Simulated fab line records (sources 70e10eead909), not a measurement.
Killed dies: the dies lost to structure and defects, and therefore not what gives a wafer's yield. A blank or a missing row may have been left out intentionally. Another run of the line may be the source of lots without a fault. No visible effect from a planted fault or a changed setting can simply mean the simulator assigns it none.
fab line records || flow nand-harc || part 2 of 2: steps 23 to 32 of 32
record: {"lots": 5, "wafers": 15, "last-day": 33}
route steps=1302 shown A_CONTACT@1089 A_BLC@1107
lots untouched by any fault: they come from a run of this same line in which no faults occurred
start-h: start of the lot's first displayed wafer, in hours after the record's first day || wait-h: how many hours have passed since the lot's step before this one || " the same as in the row above || L1.1+2: a single row standing in for several wafers || - no value present, or no start provided || * or withheld: withheld || < > ~ a bound
route shown NAME@n: NAME is a module with steps in the file, n the number in the route of the first one || usual: mean/standard deviation taken from wafers without a fault || same: alike in all rows || chamber/n: place in a boat || sites: each site's reading || _std_site: the standard deviation of these || _edge_site: inner sites' mean taken away from outer sites' mean || radius-mm: for every site, how far away it sits from the centre of the wafer || mask NAME#n: copy n || behind: the tool/chamber that last shaped the wafer || hold: why the lot went on hold/how many hours it stayed there/how the hold came to an end || device: which transistor (n, p or np) failed to switch || end of line: tests run on the same wafers once the route is complete || step lacking rows: just its recipe || killed: the dies lost at the first sort to structure and to defects; this is not the yield of the wafer || map: dies across one wafer; x = killed, . = not, _ = none there
set.NAME: the setting as run; set.NAME@STEP: as run at that earlier step || model.NAME: the simulator's own value behind a step, which no gauge read
a table for each step, a row for each wafer; lots at some steps of the route
services: from which hour (start-h, from the record's first day; less than 0 if before it) a tool's chamber was out of use, for how many hours, and why
== steps ==
step: NHARC_A_BLC_SOFTBAKE_05
recipe: {"temp-c": 105, "time-s": 55}
{"lot.wafer": "L080.2+4+6", "tool": "litho-track-06", "chamber": 0, "start-h": "-", "wait-h": "-"}
{"lot.wafer": "L079.2+5+6", "tool": "litho-track-01", "chamber": 0, "start-h": "-", "wait-h": "-"}
{"lot.wafer": "L092.1+3+4", "tool": "litho-track-01", "chamber": 0, "start-h": "-", "wait-h": "-"}
{"lot.wafer": "L095.4+5+6", "tool": "litho-track-06", "chamber": 0, "start-h": "-", "wait-h": "-"}
{"lot.wafer": "L096.3+4+5", "tool": "litho-track-01", "chamber": 0, "start-h": "-", "wait-h": "-"}
step: NHARC_A_BLC_EBR_06
{"lot.wafer": "L080.2+4+6", "tool": "litho-track-06", "chamber": 0, "start-h": "-", "wait-h": "-"}
{"lot.wafer": "L079.2+5+6", "tool": "litho-track-01", "chamber": 0, "start-h": "-", "wait-h": "-"}
{"lot.wafer": "L092.1+3+4", "tool": "litho-track-01", "chamber": 0, "start-h": "-", "wait-h": "-"}
{"lot.wafer": "L095.4+5+6", "tool": "litho-track-06", "chamber": 0, "start-h": "-", "wait-h": "-"}
{"lot.wafer": "L096.3+4+5", "tool": "litho-track-01", "chamber": 0, "start-h": "-", "wait-h": "-"}
step: NHARC_A_BLC_EXPOSE_07
recipe: {"na": 1.35, "target-cd-nm": 100, "dose-mj": 67.97, "mask-id": "A_BLC"}
{"lot.wafer": "L080.2+4+6", "tool": "arfi-scanner-01", "chamber": 0, "start-h": 575.68, "wait-h": "-", "mask": "A_BLC#0"}
{"lot.wafer": "L079.2+5+6", "tool": "arfi-scanner-01", "chamber": 0, "start-h": 584.15, "wait-h": "-", "mask": "A_BLC#0"}
{"lot.wafer": "L092.1+3+4", "tool": "arfi-scanner-02", "chamber": 0, "start-h": 712.75, "wait-h": "-", "mask": "A_BLC#0"}
{"lot.wafer": "L095.4+5+6", "tool": "arfi-scanner-03", "chamber": 0, "start-h": 728.13, "wait-h": "-", "mask": "A_BLC#0"}
{"lot.wafer": "L096.3+4+5", "tool": "arfi-scanner-01", "chamber": 0, "start-h": 750.39, "wait-h": "-", "mask": "A_BLC#0"}
step: NHARC_A_BLC_PEB_08
recipe: {"peb-temp-c": 100, "peb-time-s": 65}
same: {"peb-time-s": 65}
{"lot.wafer": "L080.2+4+6", "tool": "litho-track-04", "chamber": 0, "start-h": 575.74, "wait-h": 0.1}
{"lot.wafer": "L079.2+5+6", "tool": "litho-track-06", "chamber": 0, "start-h": 584.21, "wait-h": 0.1}
{"lot.wafer": "L092.1+3+4", "tool": "litho-track-04", "chamber": 0, "start-h": 712.81, "wait-h": 0.1}
{"lot.wafer": "L095.4+5+6", "tool": "litho-track-06", "chamber": 0, "start-h": 728.18, "wait-h": 0.0}
{"lot.wafer": "L096.3+4+5", "tool": "litho-track-01", "chamber": 0, "start-h": 750.44, "wait-h": 0.1}
step: NHARC_A_BLC_DEVELOP_09
recipe: {"develop-time-s": 35, "dev-temp-c": 23}
{"lot.wafer": "L080.2+4+6", "tool": "litho-track-04", "chamber": 0, "start-h": "-", "wait-h": "-"}
{"lot.wafer": "L079.2+5+6", "tool": "litho-track-06", "chamber": 0, "start-h": "-", "wait-h": "-"}
{"lot.wafer": "L092.1+3+4", "tool": "litho-track-04", "chamber": 0, "start-h": "-", "wait-h": "-"}
{"lot.wafer": "L095.4+5+6", "tool": "litho-track-06", "chamber": 0, "start-h": "-", "wait-h": "-"}
{"lot.wafer": "L096.3+4+5", "tool": "litho-track-01", "chamber": 0, "start-h": "-", "wait-h": "-"}
step: NHARC_A_BLC_CD_MEAS_10
recipe: {"target-cd-nm": 100, "landing-energy-ev": 500}
usual: {"cd-nm": "100.1/0.53"}
{"lot.wafer": "L080.2", "tool": "cd-sem-02", "chamber": 0, "start-h": 575.82, "wait-h": "-", "cd-nm": 101.1}
{"lot.wafer": "L080.4", "tool": "cd-sem-02", "chamber": 0, "start-h": 575.82, "wait-h": "-", "cd-nm": 100.3}
{"lot.wafer": "L080.6", "tool": "cd-sem-02", "chamber": 0, "start-h": 575.82, "wait-h": "-", "cd-nm": 101.0}
{"lot.wafer": "L079.2", "tool": "cd-sem-02", "chamber": 0, "start-h": 584.29, "wait-h": "-", "cd-nm": 99.5}
{"lot.wafer": "L079.5", "tool": "cd-sem-02", "chamber": 0, "start-h": 584.29, "wait-h": "-", "cd-nm": 99.4}
{"lot.wafer": "L079.6", "tool": "cd-sem-02", "chamber": 0, "start-h": 584.29, "wait-h": "-", "cd-nm": 99.7}
{"lot.wafer": "L092.1", "tool": "cd-sem-01", "chamber": 0, "start-h": 712.89, "wait-h": "-", "cd-nm": 100.6}
{"lot.wafer": "L092.3", "tool": "cd-sem-01", "chamber": 0, "start-h": 712.89, "wait-h": "-", "cd-nm": 100.7}
{"lot.wafer": "L092.4", "tool": "cd-sem-01", "chamber": 0, "start-h": 712.89, "wait-h": "-", "cd-nm": 100.6}
{"lot.wafer": "L095.4", "tool": "cd-sem-03", "chamber": 0, "start-h": 728.26, "wait-h": "-", "cd-nm": 99.9}
{"lot.wafer": "L095.5", "tool": "cd-sem-03", "chamber": 0, "start-h": 728.26, "wait-h": "-", "cd-nm": 100.6}
{"lot.wafer": "L095.6", "tool": "cd-sem-03", "chamber": 0, "start-h": 728.26, "wait-h": "-", "cd-nm": 100.6}
{"lot.wafer": "L096.3", "tool": "cd-sem-02", "chamber": 0, "start-h": 750.53, "wait-h": "-", "cd-nm": 99.2}
{"lot.wafer": "L096.4", "tool": "cd-sem-02", "chamber": 0, "start-h": 750.53, "wait-h": "-", "cd-nm": 99.7}
{"lot.wafer": "L096.5", "tool": "cd-sem-02", "chamber": 0, "start-h": 750.53, "wait-h": "-", "cd-nm": 100.7}
step: NHARC_A_BLC_OVL_MEAS_11
usual: {"overlay-x-nm": "0.0/0.68", "overlay-y-nm": "-0.2/0.98"}
{"lot.wafer": "L080.2", "tool": "overlay-01", "chamber": "-", "start-h": 575.91, "wait-h": "-", "overlay-x-nm": -0.3, "overlay-y-nm": 0.1}
{"lot.wafer": "L080.4", "tool": "overlay-01", "chamber": "-", "start-h": 575.91, "wait-h": "-", "overlay-x-nm": 0.1, "overlay-y-nm": -0.9}
{"lot.wafer": "L080.6", "tool": "overlay-01", "chamber": "-", "start-h": 575.91, "wait-h": "-", "overlay-x-nm": 0.0, "overlay-y-nm": 0.0}
{"lot.wafer": "L079.2", "tool": "overlay-02", "chamber": "-", "start-h": 584.38, "wait-h": "-", "overlay-x-nm": -0.2, "overlay-y-nm": 0.0}
{"lot.wafer": "L079.5", "tool": "overlay-02", "chamber": "-", "start-h": 584.38, "wait-h": "-", "overlay-x-nm": 0.6, "overlay-y-nm": 0.0}
{"lot.wafer": "L079.6", "tool": "overlay-02", "chamber": "-", "start-h": 584.38, "wait-h": "-", "overlay-x-nm": -0.1, "overlay-y-nm": -0.1}
{"lot.wafer": "L092.1", "tool": "overlay-02", "chamber": "-", "start-h": 712.98, "wait-h": "-", "overlay-x-nm": 0.5, "overlay-y-nm": -1.1}
{"lot.wafer": "L092.3", "tool": "overlay-02", "chamber": "-", "start-h": 712.98, "wait-h": "-", "overlay-x-nm": 0.1, "overlay-y-nm": -1.2}
{"lot.wafer": "L092.4", "tool": "overlay-02", "chamber": "-", "start-h": 712.98, "wait-h": "-", "overlay-x-nm": 0.0, "overlay-y-nm": -1.7}
{"lot.wafer": "L095.4", "tool": "overlay-01", "chamber": "-", "start-h": 728.34, "wait-h": "-", "overlay-x-nm": -0.7, "overlay-y-nm": -2.1}
{"lot.wafer": "L095.5", "tool": "overlay-01", "chamber": "-", "start-h": 728.34, "wait-h": "-", "overlay-x-nm": -1.0, "overlay-y-nm": -2.6}
{"lot.wafer": "L095.6", "tool": "overlay-01", "chamber": "-", "start-h": 728.34, "wait-h": "-", "overlay-x-nm": -1.2, "overlay-y-nm": -1.8}
{"lot.wafer": "L096.3", "tool": "overlay-02", "chamber": "-", "start-h": 750.61, "wait-h": "-", "overlay-x-nm": 0.7, "overlay-y-nm": 0.1}
{"lot.wafer": "L096.4", "tool": "overlay-02", "chamber": "-", "start-h": 750.61, "wait-h": "-", "overlay-x-nm": 0.4, "overlay-y-nm": -0.5}
{"lot.wafer": "L096.5", "tool": "overlay-02", "chamber": "-", "start-h": 750.61, "wait-h": "-", "overlay-x-nm": 1.4, "overlay-y-nm": -1.3}
step: NHARC_A_BLC_INSPECT_12
usual: {"raw-defect-count": "91/33"}
{"lot.wafer": "L080.2", "tool": "defect-inspect-01", "chamber": "-", "start-h": 575.94, "wait-h": 0.0, "raw-defect-count": 130}
{"lot.wafer": "L080.4", "tool": "defect-inspect-01", "chamber": "-", "start-h": 575.94, "wait-h": 0.0, "raw-defect-count": 115}
{"lot.wafer": "L080.6", "tool": "defect-inspect-01", "chamber": "-", "start-h": 575.94, "wait-h": 0.0, "raw-defect-count": 107}
{"lot.wafer": "L079.2", "tool": "defect-inspect-02", "chamber": "-", "start-h": 584.41, "wait-h": 0.0, "raw-defect-count": 31}
{"lot.wafer": "L079.5", "tool": "defect-inspect-02", "chamber": "-", "start-h": 584.41, "wait-h": 0.0, "raw-defect-count": 37}
{"lot.wafer": "L079.6", "tool": "defect-inspect-02", "chamber": "-", "start-h": 584.41, "wait-h": 0.0, "raw-defect-count": 34}
{"lot.wafer": "L092.1", "tool": "defect-inspect-01", "chamber": "-", "start-h": 713.02, "wait-h": 0.0, "raw-defect-count": 120}
{"lot.wafer": "L092.3", "tool": "defect-inspect-01", "chamber": "-", "start-h": 713.02, "wait-h": 0.0, "raw-defect-count": 101}
{"lot.wafer": "L092.4", "tool": "defect-inspect-01", "chamber": "-", "start-h": 713.02, "wait-h": 0.0, "raw-defect-count": 135}
{"lot.wafer": "L095.4", "tool": "defect-inspect-02", "chamber": "-", "start-h": 728.38, "wait-h": 0.0, "raw-defect-count": 78}
{"lot.wafer": "L095.5", "tool": "defect-inspect-02", "chamber": "-", "start-h": 728.38, "wait-h": 0.0, "raw-defect-count": 67}
{"lot.wafer": "L095.6", "tool": "defect-inspect-02", "chamber": "-", "start-h": 728.38, "wait-h": 0.0, "raw-defect-count": 64}
{"lot.wafer": "L096.3", "tool": "defect-inspect-01", "chamber": "-", "start-h": 750.65, "wait-h": 0.0, "raw-defect-count": 66}
{"lot.wafer": "L096.4", "tool": "defect-inspect-01", "chamber": "-", "start-h": 750.65, "wait-h": 0.0, "raw-defect-count": 76}
{"lot.wafer": "L096.5", "tool": "defect-inspect-01", "chamber": "-", "start-h": 750.65, "wait-h": 0.0, "raw-defect-count": 81}
step: NHARC_A_BLC_DESCUM_15
recipe: {"time-s": 3, "o2-flow-sccm": 200, "ar-flow-sccm": 0, "bias-power-w": 0, "chemistry": "O2"}
usual: {"chamber-pressure-mTorr": "60.00/0.056", "drypump-motor-current-A": "5.6/0.36", "oes-product-au": "1.000/0.0089", "rf-vpp-V": "57.5/0.89", "showerhead-plenum-p-Torr": "1.88/0.087", "throttle-valve-pct": "11.311/0.0089"}
{"lot.wafer": "L080.2", "tool": "rie-diel-01", "chamber": 1, "start-h": 576.03, "wait-h": 0.1, "chamber-pressure-mTorr": 59.89, "drypump-motor-current-A": 5.1, "oes-product-au": 1.006, "rf-hours-counter-h": 0, "rf-vpp-V": 58.4, "showerhead-plenum-p-Torr": 1.80, "throttle-valve-pct": 11.309}
{"lot.wafer": "L080.4", "tool": "rie-diel-01", "chamber": 2, "start-h": 576.03, "wait-h": 0.1, "chamber-pressure-mTorr": 60.06, "drypump-motor-current-A": 5.5, "oes-product-au": 1.012, "rf-hours-counter-h": "-", "rf-vpp-V": 58.1, "showerhead-plenum-p-Torr": 1.96, "throttle-valve-pct": 11.315}
{"lot.wafer": "L080.6", "tool": "rie-diel-01", "chamber": 1, "start-h": 576.03, "wait-h": 0.1, "chamber-pressure-mTorr": 59.91, "drypump-motor-current-A": 5.1, "oes-product-au": 0.995, "rf-hours-counter-h": "-", "rf-vpp-V": 57.3, "showerhead-plenum-p-Torr": 1.80, "throttle-valve-pct": 11.296}
{"lot.wafer": "L079.2", "tool": "rie-diel-01", "chamber": 2, "start-h": 584.49, "wait-h": 0.1, "chamber-pressure-mTorr": 60.08, "drypump-motor-current-A": 5.4, "oes-product-au": 1.007, "rf-hours-counter-h": 1, "rf-vpp-V": 58.7, "showerhead-plenum-p-Torr": 1.96, "throttle-valve-pct": 11.313}
{"lot.wafer": "L079.5", "tool": "rie-diel-01", "chamber": 0, "start-h": 584.49, "wait-h": 0.1, "chamber-pressure-mTorr": 60.06, "drypump-motor-current-A": 5.9, "oes-product-au": 1.000, "rf-hours-counter-h": "-", "rf-vpp-V": 56.6, "showerhead-plenum-p-Torr": 1.83, "throttle-valve-pct": 11.312}
{"lot.wafer": "L079.6", "tool": "rie-diel-01", "chamber": 1, "start-h": 584.49, "wait-h": 0.1, "chamber-pressure-mTorr": 59.94, "drypump-motor-current-A": 5.2, "oes-product-au": 0.994, "rf-hours-counter-h": "-", "rf-vpp-V": 56.8, "showerhead-plenum-p-Torr": 1.80, "throttle-valve-pct": 11.313}
{"lot.wafer": "L092.1", "tool": "rie-diel-08", "chamber": 0, "start-h": 713.08, "wait-h": 0.1, "chamber-pressure-mTorr": 59.87, "drypump-motor-current-A": 5.2, "oes-product-au": 1.010, "rf-hours-counter-h": 14, "rf-vpp-V": 58.2, "showerhead-plenum-p-Torr": 2.02, "throttle-valve-pct": 11.315}
{"lot.wafer": "L092.4", "tool": "rie-diel-08", "chamber": 1, "start-h": 713.08, "wait-h": 0.1, "chamber-pressure-mTorr": 59.91, "drypump-motor-current-A": 6.2, "oes-product-au": 0.994, "rf-hours-counter-h": 15, "rf-vpp-V": 57.5, "showerhead-plenum-p-Torr": 1.78, "throttle-valve-pct": 11.309}
{"lot.wafer": "L092.3", "tool": "rie-diel-08", "chamber": 3, "start-h": 713.08, "wait-h": 0.1, "chamber-pressure-mTorr": 59.95, "drypump-motor-current-A": 5.7, "oes-product-au": 1.007, "rf-hours-counter-h": 12, "rf-vpp-V": 55.6, "showerhead-plenum-p-Torr": 1.78, "throttle-valve-pct": 11.314}
{"lot.wafer": "L095.4", "tool": "rie-diel-12", "chamber": 1, "start-h": 728.48, "wait-h": 0.1, "chamber-pressure-mTorr": 60.01, "drypump-motor-current-A": 6.2, "oes-product-au": 0.987, "rf-hours-counter-h": "-", "rf-vpp-V": 57.3, "showerhead-plenum-p-Torr": 1.90, "throttle-valve-pct": 11.324}
{"lot.wafer": "L095.6", "tool": "rie-diel-12", "chamber": 2, "start-h": 728.48, "wait-h": 0.1, "chamber-pressure-mTorr": 60.03, "drypump-motor-current-A": 5.6, "oes-product-au": 0.989, "rf-hours-counter-h": "-", "rf-vpp-V": 57.9, "showerhead-plenum-p-Torr": 1.90, "throttle-valve-pct": 11.303}
{"lot.wafer": "L095.5", "tool": "rie-diel-12", "chamber": 0, "start-h": 728.48, "wait-h": 0.1, "chamber-pressure-mTorr": 59.90, "drypump-motor-current-A": 6.2, "oes-product-au": 1.016, "rf-hours-counter-h": "-", "rf-vpp-V": 56.3, "showerhead-plenum-p-Torr": 1.81, "throttle-valve-pct": 11.301}
{"lot.wafer": "L096.4", "tool": "rie-diel-08", "chamber": 3, "start-h": 750.72, "wait-h": 0.1, "chamber-pressure-mTorr": 60.04, "drypump-motor-current-A": 5.7, "oes-product-au": 0.990, "rf-hours-counter-h": 2, "rf-vpp-V": 55.2, "showerhead-plenum-p-Torr": 1.78, "throttle-valve-pct": 11.304}
{"lot.wafer": "L096.3", "tool": "rie-diel-08", "chamber": 0, "start-h": 750.72, "wait-h": 0.1, "chamber-pressure-mTorr": 60.06, "drypump-motor-current-A": 5.2, "oes-product-au": 0.986, "rf-hours-counter-h": 2, "rf-vpp-V": 58.2, "showerhead-plenum-p-Torr": 2.02, "throttle-valve-pct": 11.313}
{"lot.wafer": "L096.5", "tool": "rie-diel-08", "chamber": 2, "start-h": 750.72, "wait-h": 0.1, "chamber-pressure-mTorr": 60.00, "drypump-motor-current-A": 5.3, "oes-product-au": 0.979, "rf-hours-counter-h": "-", "rf-vpp-V": 58.0, "showerhead-plenum-p-Torr": 1.94, "throttle-valve-pct": 11.315}
step: NHARC_A_BLC_ETCH_16
recipe: {"target-depth-a": 390, "over-etch-frac": 0.3, "time-s": 65, "ion-energy-ev": 80, "cf4-flow-sccm": 150, "ar-flow-sccm": 0, "rf-w": 300, "bias-w": 100, "chemistry": "CF4"}
usual: {"chamber-pressure-mTorr": "50.00/0.047", "drypump-motor-current-A": "5.6/0.35", "oes-product-au": "1.001/0.0078", "rf-fwd-power-W": "297.3/1.2", "rf-vpp-V": "150.9/1.2", "showerhead-plenum-p-Torr": "1.74/0.074", "throttle-valve-pct": "13.283/0.0092"}
{"lot.wafer": "L080.2", "tool": "rie-diel-01", "chamber": 1, "start-h": 576.11, "wait-h": 0.1, "chamber-pressure-mTorr": 50.05, "drypump-motor-current-A": 5.2, "oes-product-au": 0.996, "rf-fwd-power-W": 295.8, "rf-hours-counter-h": 0, "rf-vpp-V": 149.7, "showerhead-plenum-p-Torr": 1.68, "throttle-valve-pct": 13.279}
{"lot.wafer": "L080.6", "tool": "rie-diel-01", "chamber": 1, "start-h": 576.11, "wait-h": 0.1, "chamber-pressure-mTorr": 50.05, "drypump-motor-current-A": 5.2, "oes-product-au": 1.001, "rf-fwd-power-W": 297.4, "rf-hours-counter-h": "-", "rf-vpp-V": 149.3, "showerhead-plenum-p-Torr": 1.68, "throttle-valve-pct": 13.279}
{"lot.wafer": "L080.4", "tool": "rie-diel-01", "chamber": 2, "start-h": 576.11, "wait-h": 0.1, "chamber-pressure-mTorr": 49.93, "drypump-motor-current-A": 5.5, "oes-product-au": 1.012, "rf-fwd-power-W": 296.1, "rf-hours-counter-h": "-", "rf-vpp-V": 152.5, "showerhead-plenum-p-Torr": 1.81, "throttle-valve-pct": 13.289}
{"lot.wafer": "L079.2", "tool": "rie-diel-01", "chamber": 1, "start-h": 584.58, "wait-h": 0.1, "chamber-pressure-mTorr": 50.01, "drypump-motor-current-A": 5.2, "oes-product-au": 0.999, "rf-fwd-power-W": 297.2, "rf-hours-counter-h": 1, "rf-vpp-V": 150.6, "showerhead-plenum-p-Torr": 1.67, "throttle-valve-pct": 13.278}
{"lot.wafer": "L079.5", "tool": "rie-diel-01", "chamber": 2, "start-h": 584.58, "wait-h": 0.1, "chamber-pressure-mTorr": 50.02, "drypump-motor-current-A": 5.5, "oes-product-au": 1.006, "rf-fwd-power-W": 294.8, "rf-hours-counter-h": "-", "rf-vpp-V": 152.8, "showerhead-plenum-p-Torr": 1.81, "throttle-valve-pct": 13.285}
{"lot.wafer": "L079.6", "tool": "rie-diel-01", "chamber": 3, "start-h": 584.58, "wait-h": 0.1, "chamber-pressure-mTorr": 49.95, "drypump-motor-current-A": 5.8, "oes-product-au": 0.990, "rf-fwd-power-W": 298.7, "rf-hours-counter-h": "-", "rf-vpp-V": 151.3, "showerhead-plenum-p-Torr": 1.78, "throttle-valve-pct": 13.282}
{"lot.wafer": "L092.3", "tool": "rie-diel-08", "chamber": 2, "start-h": 713.17, "wait-h": 0.1, "chamber-pressure-mTorr": 49.99, "drypump-motor-current-A": 5.4, "oes-product-au": 1.001, "rf-fwd-power-W": 297.6, "rf-hours-counter-h": 13, "rf-vpp-V": 151.3, "showerhead-plenum-p-Torr": 1.79, "throttle-valve-pct": 13.271}
{"lot.wafer": "L092.1", "tool": "rie-diel-08", "chamber": 3, "start-h": 713.17, "wait-h": 0.1, "chamber-pressure-mTorr": 50.00, "drypump-motor-current-A": 5.7, "oes-product-au": 1.003, "rf-fwd-power-W": 297.6, "rf-hours-counter-h": 12, "rf-vpp-V": 150.0, "showerhead-plenum-p-Torr": 1.65, "throttle-valve-pct": 13.284}
{"lot.wafer": "L092.4", "tool": "rie-diel-08", "chamber": 0, "start-h": 713.17, "wait-h": 0.1, "chamber-pressure-mTorr": 50.01, "drypump-motor-current-A": 5.2, "oes-product-au": 1.003, "rf-fwd-power-W": 297.5, "rf-hours-counter-h": 14, "rf-vpp-V": 154.6, "showerhead-plenum-p-Torr": 1.86, "throttle-valve-pct": 13.270}
{"lot.wafer": "L095.4", "tool": "rie-diel-12", "chamber": 2, "start-h": 728.57, "wait-h": 0.1, "chamber-pressure-mTorr": 49.96, "drypump-motor-current-A": 5.6, "oes-product-au": 0.998, "rf-fwd-power-W": 296.6, "rf-hours-counter-h": "-", "rf-vpp-V": 151.2, "showerhead-plenum-p-Torr": 1.76, "throttle-valve-pct": 13.291}
{"lot.wafer": "L095.5", "tool": "rie-diel-12", "chamber": 0, "start-h": 728.57, "wait-h": 0.1, "chamber-pressure-mTorr": 50.04, "drypump-motor-current-A": 6.2, "oes-product-au": 1.015, "rf-fwd-power-W": 297.9, "rf-hours-counter-h": "-", "rf-vpp-V": 149.9, "showerhead-plenum-p-Torr": 1.68, "throttle-valve-pct": 13.284}
{"lot.wafer": "L095.6", "tool": "rie-diel-12", "chamber": 1, "start-h": 728.57, "wait-h": 0.1, "chamber-pressure-mTorr": 49.95, "drypump-motor-current-A": 6.2, "oes-product-au": 1.000, "rf-fwd-power-W": 297.0, "rf-hours-counter-h": "-", "rf-vpp-V": 150.9, "showerhead-plenum-p-Torr": 1.76, "throttle-valve-pct": 13.290}
{"lot.wafer": "L096.3", "tool": "rie-diel-08", "chamber": 1, "start-h": 750.80, "wait-h": 0.1, "chamber-pressure-mTorr": 50.01, "drypump-motor-current-A": 6.2, "oes-product-au": 1.011, "rf-fwd-power-W": 299.1, "rf-hours-counter-h": 3, "rf-vpp-V": 149.4, "showerhead-plenum-p-Torr": 1.65, "throttle-valve-pct": 13.269}
{"lot.wafer": "L096.4", "tool": "rie-diel-08", "chamber": 2, "start-h": 750.80, "wait-h": 0.1, "chamber-pressure-mTorr": 50.00, "drypump-motor-current-A": 5.3, "oes-product-au": 0.994, "rf-fwd-power-W": 297.5, "rf-hours-counter-h": 1, "rf-vpp-V": 151.6, "showerhead-plenum-p-Torr": 1.79, "throttle-valve-pct": 13.286}
{"lot.wafer": "L096.5", "tool": "rie-diel-08", "chamber": 0, "start-h": 750.80, "wait-h": 0.1, "chamber-pressure-mTorr": 50.03, "drypump-motor-current-A": 5.2, "oes-product-au": 1.003, "rf-fwd-power-W": 295.7, "rf-hours-counter-h": "-", "rf-vpp-V": 151.7, "showerhead-plenum-p-Torr": 1.86, "throttle-valve-pct": 13.289}
== services ==
{"tool": "litho-track-04", "chamber": "-", "start-h": 553.00, "hours": 7.0, "kind": "pm"}
{"tool": "rie-diel-04", "chamber": 3, "start-h": 553.18, "hours": 5.9, "kind": "repair"}
{"tool": "rie-diel-01", "chamber": "-", "start-h": 557.80, "hours": 9.0, "kind": "pm"}
{"tool": "rie-diel-01", "chamber": 0, "start-h": 568.42, "hours": 15.4, "kind": "repair"}
{"tool": "cvd-w-01", "chamber": "-", "start-h": 577.20, "hours": 1.9, "kind": "repair"}
{"tool": "rie-diel-04", "chamber": "-", "start-h": 581.88, "hours": 0.7, "kind": "repair"}
{"tool": "wet-bench-07", "chamber": "-", "start-h": 584.15, "hours": 6.2, "kind": "repair"}
{"tool": "rie-diel-05", "chamber": "-", "start-h": 584.74, "hours": 9.0, "kind": "pm"}
{"tool": "wet-bench-02", "chamber": "-", "start-h": 596.00, "hours": 8.0, "kind": "pm"}
{"tool": "cvd-w-01", "chamber": "-", "start-h": 607.08, "hours": 0.7, "kind": "repair"}
{"tool": "cvd-w-01", "chamber": "-", "start-h": 623.55, "hours": 0.5, "kind": "repair"}
{"tool": "rie-diel-04", "chamber": 1, "start-h": 637.44, "hours": 7.2, "kind": "repair"}
{"tool": "wet-bench-02", "chamber": "-", "start-h": 639.77, "hours": 3.3, "kind": "repair"}
{"tool": "rie-diel-05", "chamber": "-", "start-h": 650.31, "hours": 0.5, "kind": "repair"}
{"tool": "rie-diel-04", "chamber": 0, "start-h": 663.33, "hours": 5.6, "kind": "repair"}
{"tool": "rie-diel-08", "chamber": 2, "start-h": 669.46, "hours": 1.4, "kind": "repair"}
{"tool": "rie-diel-04", "chamber": 0, "start-h": 674.89, "hours": 6.6, "kind": "repair"}
{"tool": "litho-track-01", "chamber": "-", "start-h": 680.00, "hours": 7.0, "kind": "pm"}
{"tool": "rie-diel-05", "chamber": 1, "start-h": 698.23, "hours": 15.0, "kind": "repair"}
{"tool": "litho-track-06", "chamber": "-", "start-h": 704.00, "hours": 7.0, "kind": "pm"}
{"tool": "rie-diel-04", "chamber": "-", "start-h": 708.90, "hours": 9.0, "kind": "pm"}
{"tool": "cvd-w-01", "chamber": "-", "start-h": 728.49, "hours": 13.0, "kind": "pm"}
{"tool": "rie-diel-04", "chamber": 0, "start-h": 737.03, "hours": 12.1, "kind": "repair"}
{"tool": "rie-diel-04", "chamber": 3, "start-h": 745.50, "hours": 5.1, "kind": "repair"}
